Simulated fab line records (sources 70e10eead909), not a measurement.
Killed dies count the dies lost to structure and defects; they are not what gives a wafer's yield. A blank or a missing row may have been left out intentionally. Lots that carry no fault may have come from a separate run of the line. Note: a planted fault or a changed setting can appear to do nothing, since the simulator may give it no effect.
fab line records	flow nand_harc	part 2 of 2: steps 5 to 6 of 6
[record] lots = 23	wafers = 69	last_day = 24
route steps=1159 shown A_STAIRCASE@664 A_SGD_CUT@764
lots that met no fault: from a run of the same line without faults
start_h: start of the lot's first displayed wafer, in hours after the record's first day	wait_h: hours from the lot's prior step to this one	" the same as in the row above	L1.1+2: several wafers, shown together as one row	- value missing, or start not given	* or withheld: withheld	< > ~ a bound
route shown NAME@n: NAME is a module with steps in the file, n the number in the route of the first one	usual: mean and standard deviation over wafers with no fault	same: alike in all rows	chamber/n: place in a boat	sites: per-site readings	_std_site: how widely they spread, as a standard deviation	_edge_site: mean of outer sites minus mean of inner sites	radius_mm: how far each site lies from the wafer's centre	mask NAME#n: copy n	behind: the most recent tool/chamber to have shaped the wafer	hold: why the lot went on hold/how many hours it stayed there/how the hold came to an end	device: whichever transistor did not switch (one of n, p or np)	end of line: tests of these same wafers at the route's end	a step without rows: its recipe alone	killed: dies that structure and defects cost at the first sort, which is not the same as the wafer's yield	map: a wafer's dies, marking killed ones x, the rest . and places with no die _
set.NAME: the setting that was run; set.NAME@STEP: the one run at that earlier step	model.NAME: the simulator's own value behind a step, which no gauge read
steps of the route over a sample of lots; a table a step, a row a wafer
services: a tool's chamber out of use, with start hour (start_h, from the record's first day; less than 0 if before it), hours out, and reason
[[steps]]
[step NHARC_A_SGD_CUT_ETCHBACK_24]
[recipe] target_depth_a = 500	over_etch_frac = 0.3	time_s = 92.857	ion_energy_ev = 120	ch3f_flow_sccm = 50	o2_flow_sccm = 30	ar_flow_sccm = 200	rf_w = 500	bias_w = 100	chemistry = CH3F/O2
[usual] drypump_motor_current_A = 5.8/0.61	oes_product_au = 0.98/0.033	rf_vpp_V = 244.9/1.5	showerhead_plenum_p_Torr = 2.50/0.1	throttle_valve_pct = 20.663/0.0093
lot.wafer	tool	chamber	start_h	wait_h	drypump_motor_current_A	oes_product_au	rf_hours_counter_h	rf_vpp_V	showerhead_plenum_p_Torr	throttle_valve_pct
L074.3	rie_diel-10	3	314.35	0.1	4.9	0.98	12	244.5	2.48	20.675
L074.1	"	2	"	"	6.3	0.99	13	247.0	2.61	20.664
L074.5	"	3	"	"	4.9	0.99	-	244.9	2.48	20.664
L076.2	rie_diel-10	1	319.70	0.1	6.4	0.93	13	243.7	2.39	20.662
L076.1	"	0	"	"	6.5	0.93	12	246.2	2.59	20.666
L076.5	"	1	"	"	6.4	0.94	-	243.7	2.39	20.661
L075.3	rie_diel-13	1	319.72	0.2	5.2	0.99	3	246.1	2.59	20.676
L075.2	"	3	"	"	5.4	1.01	4	247.1	2.61	20.663
L075.6	"	1	"	"	5.2	0.99	-	245.5	2.59	20.668
L078.2	rie_diel-09	1	328.30	0.2	5.6	0.99	2	241.9	2.34	20.667
L078.5	"	0	"	"	5.4	1.01	-	246.3	2.59	20.672
L078.6	"	1	"	"	5.6	0.99	-	244.2	2.34	20.674
L077.3	rie_diel-13	0	328.31	0.2	6.1	0.92	5	243.4	2.38	20.683
L077.4	"	2	"	"	5.5	0.92	4	245.4	2.54	20.668
L077.5	"	3	"	"	5.5	0.92	-	245.5	2.61	20.674
L080.1	rie_diel-09	0	340.34	0.2	5.4	0.99	5	245.7	2.58	20.666
L080.2	"	1	"	"	5.6	0.99	3	242.8	2.34	20.687
L080.6	"	0	"	"	5.4	1.00	-	245.6	2.58	20.666
L079.4	rie_diel-13	3	340.35	0.2	5.5	0.98	6	246.4	2.60	20.661
L079.1	"	0	"	"	6.1	0.99	6	244.6	2.38	20.681
L079.6	"	2	"	"	5.6	1.00	-	246.9	2.54	20.658
L082.3	rie_diel-09	0	363.84	0.1	5.4	0.92	8	246.8	2.58	20.670
L082.6	"	1	"	"	5.6	0.91	-	242.8	2.34	20.671
L082.4	"	3	"	"	6.7	0.93	-	246.0	2.59	20.661
L083.4	rie_diel-10	3	363.84	0.1	4.9	1.00	0	244.1	2.48	20.668
L083.3	"	2	"	"	6.3	1.01	0	246.1	2.60	20.645
L083.6	"	0	"	"	6.5	1.00	-	246.4	2.59	20.656
L081.1	rie_diel-13	2	363.85	0.2	5.5	0.99	10	245.9	2.54	20.671
L081.3	"	0	"	"	6.1	1.00	10	243.2	2.38	20.663
L081.6	"	0	"	"	6.1	1.00	-	242.0	2.38	20.658
L085.4	rie_diel-10	0	377.41	0.1	6.5	0.99	1	246.1	2.59	20.676
L085.3	"	1	"	"	6.4	1.00	1	243.7	2.39	20.660
L085.1	"	2	"	"	6.3	1.00	1	246.4	2.60	20.665
L084.3	rie_diel-09	0	377.41	0.1	5.4	1.00	9	245.2	2.58	20.669
L084.2	"	1	"	"	5.6	0.98	7	243.7	2.34	20.661
L084.6	"	0	"	"	5.4	1.00	-	245.8	2.58	20.662
L086.4	rie_diel-09	1	389.27	0.2	5.6	0.91	7	242.5	2.34	20.666
L086.2	"	2	"	"	4.9	0.94	11	244.0	2.35	20.670
L086.5	"	1	"	"	5.6	0.91	-	242.6	2.34	20.651
L091.1	rie_diel-10	2	409.45	0.1	6.3	1.01	5	245.7	2.60	20.675
L091.3	"	0	"	"	6.5	1.00	5	246.3	2.59	20.672
L091.5	"	2	"	"	6.3	1.01	-	245.8	2.60	20.658
L088.2	rie_diel-09	0	409.46	0.1	5.4	1.00	11	246.8	2.58	20.656
L088.6	"	3	"	"	6.7	1.01	-	245.9	2.59	20.663
L088.5	"	0	"	"	5.4	1.00	-	245.5	2.58	20.676
L090.1	rie_diel-13	1	409.52	0.2	5.1	0.97	16	245.3	2.58	20.667
L090.2	"	2	"	"	5.5	0.98	17	245.9	2.54	20.669
L090.4	"	0	"	"	6.1	0.99	-	243.6	2.37	20.646
L092.2	rie_diel-09	2	409.62	0.2	5.0	0.94	13	243.2	2.35	20.667
L092.1	"	3	"	"	6.7	0.93	12	244.1	2.59	20.649
L092.4	"	0	"	"	5.4	0.93	11	246.2	2.58	20.668
L089.4	rie_diel-10	2	409.64	0.2	6.3	1.01	5	246.6	2.60	20.657
L089.1	"	3	"	"	4.9	1.00	5	242.7	2.47	20.664
L089.5	"	0	"	"	6.5	0.99	-	245.1	2.59	20.663
L093.2	rie_diel-09	3	417.59	0.2	6.7	1.00	13	246.1	2.59	20.670
L093.3	"	0	"	"	5.4	0.99	11	244.8	2.58	20.654
L093.1	"	1	"	"	5.7	0.99	10	242.3	2.34	20.662
L094.1	rie_diel-13	2	426.58	0.2	5.5	1.00	19	246.1	2.54	20.664
L094.3	"	0	"	"	6.1	0.99	19	244.0	2.37	20.652
L094.5	"	1	"	"	5.2	0.98	-	246.1	2.58	20.658
L097.3	rie_diel-10	3	438.29	0.2	4.9	0.99	8	244.6	2.47	20.691
L097.1	"	0	"	"	6.5	0.97	7	247.0	2.59	20.661
L097.2	"	1	"	"	6.4	1.00	8	242.5	2.39	20.654
L095.2	rie_diel-13	1	438.30	0.1	5.1	0.99	19	245.2	2.58	20.677
L095.4	"	1	"	"	5.1	0.99	-	245.4	2.58	20.670
L095.5	"	2	"	"	5.5	1.00	-	247.2	2.54	20.645
L096.1	rie_diel-10	1	438.38	0.2	6.4	0.92	8	243.1	2.39	20.661
L096.4	"	3	"	"	4.9	0.92	8	243.9	2.47	20.657
L096.5	"	0	"	"	6.5	0.92	-	246.8	2.59	20.661
[step NHARC_A_SGD_CUT_STRIP_28]
[recipe] time_s = 20	o2_flow_sccm = 500	ar_flow_sccm = 0	bias_w = 0	chemistry = O2
[usual] drypump_motor_current_A = 5.8/0.61	oes_product_au = 0.998/0.0089	rf_vpp_V = 57.9/0.89	showerhead_plenum_p_Torr = 3.59/0.14	throttle_valve_pct = 17.035/0.0078
lot.wafer	tool	chamber	start_h	wait_h	drypump_motor_current_A	oes_product_au	rf_hours_counter_h	rf_vpp_V	showerhead_plenum_p_Torr	throttle_valve_pct
L074.3	rie_diel-10	0	-	-	6.5	0.989	11	58.3	3.71	17.041
L074.1	"	1	"	"	6.4	0.997	13	57.3	3.44	17.031
L074.5	"	0	"	"	6.6	0.992	-	58.2	3.71	17.036
L076.2	rie_diel-10	2	-	-	6.3	1.001	13	59.2	3.73	17.018
L076.1	"	0	"	"	6.5	0.994	12	58.4	3.71	17.044
L076.5	"	3	"	"	4.9	0.994	-	56.4	3.55	17.032
L075.3	rie_diel-13	1	-	-	5.2	0.988	3	56.6	3.71	17.034
L075.2	"	0	"	"	6.1	0.991	4	56.5	3.42	17.044
L075.6	"	1	"	"	5.1	0.995	-	58.2	3.71	17.032
L078.2	rie_diel-09	3	-	-	6.7	1.013	5	59.0	3.71	17.043
L078.5	"	1	"	"	5.6	0.992	-	59.4	3.37	17.027
L078.6	"	2	"	"	5.0	1.016	-	57.4	3.38	17.035
L077.3	rie_diel-13	1	-	-	5.1	0.986	4	59.5	3.71	17.037
L077.4	"	2	"	"	5.6	0.996	4	56.5	3.64	17.028
L077.5	"	1	"	"	5.2	0.983	-	57.9	3.71	17.040
L079.1	rie_diel-13	2	-	-	5.6	0.993	6	58.3	3.64	17.034
L079.4	"	1	"	"	5.1	0.977	6	58.6	3.71	17.031
L079.6	"	2	"	"	5.5	0.994	-	57.1	3.64	17.037
L080.2	rie_diel-09	0	-	-	5.4	1.004	5	59.6	3.70	17.030
L080.1	"	3	"	"	6.7	1.001	5	57.9	3.71	17.021
L080.6	"	0	"	"	5.4	1.010	-	57.7	3.70	17.043
L083.4	rie_diel-10	1	-	-	6.4	1.004	0	59.3	3.43	17.025
L083.3	"	2	"	"	6.3	1.001	0	59.4	3.73	17.042
L083.6	"	0	"	"	6.5	1.003	-	57.7	3.71	17.041
L081.3	rie_diel-13	2	364.01	0.1	5.6	0.992	10	59.0	3.64	17.047
L081.1	"	0	"	"	6.1	0.995	10	57.4	3.42	17.024
L081.6	"	1	"	"	5.2	0.993	-	56.7	3.71	17.027
L082.3	rie_diel-09	1	364.01	0.2	5.6	0.995	6	58.1	3.37	17.036
L082.6	"	0	"	"	5.4	1.004	-	58.5	3.70	17.043
L082.4	"	3	"	"	6.7	1.007	-	58.4	3.71	17.034
L085.1	rie_diel-10	0	-	-	6.5	1.003	1	56.2	3.71	17.030
L085.3	"	1	"	"	6.4	1.020	1	56.7	3.43	17.037
L085.4	"	3	"	"	4.9	1.003	1	59.1	3.55	17.035
L084.3	rie_diel-09	3	-	-	6.7	1.004	10	58.0	3.71	17.046
L084.2	"	1	"	"	5.6	0.991	7	57.7	3.37	17.036
L084.6	"	0	"	"	5.4	0.993	-	58.1	3.70	17.040
L086.2	rie_diel-09	1	-	-	5.6	1.001	8	57.1	3.37	17.035
L086.4	"	2	"	"	5.0	1.007	11	58.2	3.38	17.048
L086.5	"	1	"	"	5.7	1.001	-	58.0	3.37	17.040
L088.2	rie_diel-09	1	-	-	5.6	1.001	9	57.8	3.37	17.019
L088.6	"	0	"	"	5.4	0.997	-	59.5	3.70	17.033
L088.5	"	1	"	"	5.6	0.997	-	57.2	3.37	17.037
L091.1	rie_diel-10	1	-	-	6.4	1.001	5	58.5	3.43	17.048
L091.3	"	2	"	"	6.3	1.013	5	58.5	3.73	17.033
L091.5	"	3	"	"	4.9	1.005	-	57.8	3.55	17.035
L090.2	rie_diel-13	2	409.72	0.2	5.5	0.993	17	58.1	3.64	17.035
L090.1	"	0	"	"	6.1	1.001	17	58.0	3.41	17.029
L090.4	"	1	"	"	5.2	0.989	-	57.3	3.70	17.042
L089.1	rie_diel-10	3	-	-	4.9	1.004	5	57.6	3.55	17.055
L089.4	"	0	"	"	6.5	1.001	5	59.2	3.71	17.040
L089.5	"	2	"	"	6.3	1.002	-	58.2	3.73	17.025
L092.1	rie_diel-09	3	-	-	6.7	1.015	12	57.8	3.71	17.040
L092.2	"	0	"	"	5.4	1.003	11	57.9	3.70	17.021
L092.4	"	2	"	"	4.9	1.009	13	57.6	3.38	17.039
L093.2	rie_diel-09	2	-	-	5.0	0.999	13	58.0	3.38	17.029
L093.1	"	0	"	"	5.5	1.000	11	59.4	3.70	17.024
L093.3	"	1	"	"	5.7	0.990	10	56.3	3.37	17.035
L094.1	rie_diel-13	2	426.77	0.2	5.6	0.983	19	57.1	3.63	17.045
L094.3	"	0	"	"	6.1	0.982	19	56.8	3.41	17.048
L094.5	"	1	"	"	5.1	0.993	-	58.5	3.70	17.036
L097.1	rie_diel-10	2	-	-	6.3	1.005	8	58.4	3.73	17.030
L097.2	"	3	"	"	4.9	0.995	8	57.6	3.55	17.033
L097.3	"	0	"	"	6.5	0.992	7	58.9	3.71	17.046
L095.2	rie_diel-13	0	438.48	0.2	6.1	0.992	20	57.1	3.41	17.038
L095.4	"	2	"	"	5.5	0.983	-	57.6	3.63	17.037
L095.5	"	0	"	"	6.1	0.990	-	58.9	3.41	17.041
L096.4	rie_diel-10	2	-	-	6.3	1.004	8	58.2	3.73	17.027
L096.1	"	1	"	"	6.4	1.011	8	57.8	3.43	17.045
L096.5	"	3	"	"	4.9	1.005	-	57.2	3.55	17.039
[[services]]
tool	chamber	start_h	hours	kind
pecvd-01	-	237.18	13.0	pm
rie_diel-09	-	254.13	9.0	pm
pecvd-01	1	255.98	9.8	repair
rie_diel-13	-	276.00	9.0	pm
rie_diel-10	0	281.67	5.5	repair
cmp-01	-	283.20	4.0	pm
rie_diel-09	1	288.73	10.5	repair
rie_diel-11	1	295.55	5.4	repair
rie_diel-09	1	305.33	8.9	repair
pecvd-01	2	310.26	4.6	repair
rie_diel-10	-	315.59	0.4	repair
rie_diel-09	-	337.12	0.5	repair
rie_diel-13	1	347.00	4.5	repair
rie_diel-10	-	353.50	9.0	pm
rie_diel-13	3	355.72	128.7	repair
rie_diel-09	2	363.04	7.2	repair
rie_diel-11	-	366.50	9.0	pm
cmp-01	-	381.20	4.0	pm
rie_diel-11	0	386.54	1.2	repair
cmp-01	-	416.27	18.0	repair
pecvd-01	-	418.18	13.0	pm
rie_diel-10	0	427.08	6.7	repair
rie_diel-09	3	428.29	8.4	repair
rie_diel-09	-	431.13	9.0	pm
